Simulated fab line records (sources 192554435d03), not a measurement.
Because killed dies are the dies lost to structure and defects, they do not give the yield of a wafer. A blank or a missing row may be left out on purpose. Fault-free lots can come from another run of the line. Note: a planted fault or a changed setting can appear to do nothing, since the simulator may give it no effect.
Chamber matching -- flow n5 finfet -- pecvd-02 running N5_FIN_SAQP_HM_DEP_03: 3 sister chambers
The step deposits SiNx from SiH4/NH3/N2, target thk 38 nm, time 33.6 s. 6 wafers are shown with their chamber, then 11 later ones without.

## EACH WAFER AND ITS CHAMBER
wafer,chamber,showerhead plenum p Torr (Torr),throttle valve pct (%)
L084.5,1,5.15,41.6
L085.1,1,5.16,41.5
L085.6,2,5.23,39.0
L087.3,2,5.24,39.3
L087.6,0,5.04,41.8
L091.1,0,5.05,42.0

## WAFERS WITH NO CHAMBER GIVEN
wafer,showerhead plenum p Torr (Torr),throttle valve pct (%)
L091.2,5.15,41.7
L091.4,5.15,41.7
L095.4,5.14,41.7
L095.5,5.04,41.9
L095.6,5.22,39.5
L096.2,5.15,41.8
L096.3,5.24,39.5
L096.6,5.15,41.7
L097.1,5.16,41.8
L097.3,5.23,39.5
L097.4,5.14,41.8

## CHAMBER TAKEN BY EACH
wafer,from the rows above,in truth
L091.2,1,1
L091.4,1,1
L095.4,1,1
L095.5,0,0
L095.6,2,2
L096.2,1,1
L096.3,2,2
L096.6,1,1
L097.1,1,1
L097.3,2,2
L097.4,1,1
11 of 11 placed correctly. Can't be placed from these rows: 0. Wrongly placed: 0.
How it was worked out, from the rows above alone: a wafer's distance from a chamber is the root of the sum, over the readings, of the square of ((its reading less the chamber's mean) divided by the reading's scatter). The wafer belongs to the nearest chamber; if the next one is less than 2 further off, it can't be placed. Each chamber's mean is taken over the wafers shown for it. The scatter is the square root of a quotient: the sum, over the shown wafers, of each reading's squared deviation from its chamber's mean, divided by wafers minus chambers.
